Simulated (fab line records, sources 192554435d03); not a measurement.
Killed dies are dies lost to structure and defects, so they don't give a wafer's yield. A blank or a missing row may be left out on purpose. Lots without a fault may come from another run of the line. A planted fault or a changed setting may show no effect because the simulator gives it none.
Chamber matching | flow n5_finfet | N5_BEOL_M2_STRIP_36 on rie_diel-04: 4 sister chambers
The step strips in N2/H2. 20 wafers are shown with their chamber, then 10 later ones without.

WAFERS WITH THEIR CHAMBER
wafer  | chamber | drypump_motor_current_A (A) | throttle_valve_pct (%) | showerhead_plenum_p_Torr (Torr)
L076.2 | 2       | 6.4                         | 23.54                  | 2.44
L076.5 | 1       | 5.4                         | 23.72                  | 2.58
L076.6 | 0       | 6.2                         | 23.38                  | 2.44
L079.3 | 2       | 6.4                         | 23.54                  | 2.43
L079.5 | 3       | 5.7                         | 23.89                  | 2.52
L079.6 | 2       | 6.4                         | 23.53                  | 2.43
L085.2 | 2       | 6.4                         | 23.55                  | 2.43
L085.3 | 1       | 5.4                         | 23.74                  | 2.57
L085.6 | 2       | 6.4                         | 23.56                  | 2.43
L086.1 | 3       | 5.6                         | 23.89                  | 2.51
L086.2 | 1       | 5.4                         | 23.73                  | 2.57
L086.4 | 0       | 6.1                         | 23.41                  | 2.44
L089.1 | 2       | 6.4                         | 23.57                  | 2.42
L089.4 | 0       | 6.2                         | 23.41                  | 2.43
L089.6 | 2       | 6.4                         | 23.58                  | 2.42
L092.2 | 2       | 6.4                         | 23.57                  | 2.42
L092.4 | 1       | 5.4                         | 23.77                  | 2.57
L092.6 | 3       | 5.7                         | 23.94                  | 2.50
L093.1 | 0       | 6.1                         | 23.40                  | 2.43
L093.5 | 3       | 5.6                         | 23.93                  | 2.50

SIGNATURES (means of the wafers above)
reading                  | chamber 0 | chamber 1 | chamber 2 | chamber 3 | scatter within a chamber
drypump_motor_current_A  | 6.150     | 5.400     | 6.400     | 5.650     | 0.0354
throttle_valve_pct       | 23.4000   | 23.7400   | 23.5550   | 23.9125   | 0.0198
showerhead_plenum_p_Torr | 2.4350    | 2.5725    | 2.4275    | 2.5075    | 0.00707
Rule: a wafer's distance from a chamber is the root of the sum, over the readings, of the square of ((its reading less the chamber's mean) divided by the reading's scatter). The wafer belongs to the nearest chamber; if the next one is less than 2 further off, it can't be placed. The scatter: the root of (the sum of the squares of (reading less its chamber's mean) over the shown wafers, divided by (wafers less chambers)).

WAFERS WITHOUT THEIR CHAMBER
wafer  | drypump_motor_current_A (A) | throttle_valve_pct (%) | showerhead_plenum_p_Torr (Torr)
L093.6 | 6.3                         | 23.57                  | 2.42
L094.2 | 6.2                         | 23.43                  | 2.43
L094.3 | 5.7                         | 23.94                  | 2.50
L094.5 | 5.7                         | 23.93                  | 2.50
L095.1 | 6.1                         | 23.45                  | 2.43
L095.2 | 6.4                         | 23.55                  | 2.42
L095.4 | 5.4                         | 23.78                  | 2.56
L097.2 | 5.4                         | 23.77                  | 2.56
L097.3 | 5.7                         | 23.95                  | 2.50
L097.6 | 6.4                         | 23.58                  | 2.42

WHICH CHAMBER EACH WENT THROUGH
wafer  | from the rows above | in truth
L093.6 | 2                   | 2
L094.2 | 0                   | 0
L094.3 | 3                   | 3
L094.5 | 3                   | 3
L095.1 | 0                   | 0
L095.2 | 2                   | 2
L095.4 | 1                   | 1
L097.2 | 1                   | 1
L097.3 | 3                   | 3
L097.6 | 2                   | 2
Placed correctly: 10 of 10. Can't be placed from these rows: 0. Placed wrongly: 0.
